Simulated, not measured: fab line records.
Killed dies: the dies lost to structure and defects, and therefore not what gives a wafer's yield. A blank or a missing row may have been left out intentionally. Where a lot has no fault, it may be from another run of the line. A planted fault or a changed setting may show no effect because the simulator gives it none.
Matching of chambers    flow nand_harc    3 sister chambers for NHARC_P_M2_PRE_CLEAN_32 on pecvd-02
The step time 12 s. 3 wafers are shown with their chamber, then 12 later ones without.

## WAFERS, EACH WITH ITS CHAMBER
wafer   chamber  heater_power_w (W)
L085.2  0        775
L090.3  1        772
L090.6  2        458

## WAFERS WITHOUT THEIR CHAMBER
wafer   heater_power_w (W)
L093.1  444
L093.3  710
L093.5  460
L094.3  793
L094.4  458
L094.5  707
L095.1  508
L095.4  786
L095.5  803
L097.1  799
L097.4  806
L097.5  791

## EACH ONE'S CHAMBER
wafer   from the rows above      in truth
L093.1  2                        2
L093.3  can't be placed: 1 or 0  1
L093.5  2                        2
L094.3  can't be placed: 0 or 1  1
L094.4  2                        2
L094.5  can't be placed: 1 or 0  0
L095.1  2                        2
L095.4  can't be placed: 0 or 1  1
L095.5  can't be placed: 0 or 1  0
L097.1  can't be placed: 0 or 1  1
L097.4  can't be placed: 0 or 1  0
L097.5  can't be placed: 0 or 1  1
4 of 12 placed correctly. Unplaceable from these rows: 8, with the true chamber sitting among the candidates in 8. Placed wrongly: 0.
How it was worked out, from the rows above alone: a wafer's distance from a chamber is the root of the sum, over the readings, of the square of ((its reading less the chamber's mean) divided by the reading's scatter). The wafer belongs to the nearest chamber; if the next one is less than 2 further off, it can't be placed. For every chamber, the mean is computed from those of its wafers that are shown. The scatter: root of mean squared gap, hidden wafer to nearest shown wafer, with one shown wafer a chamber.
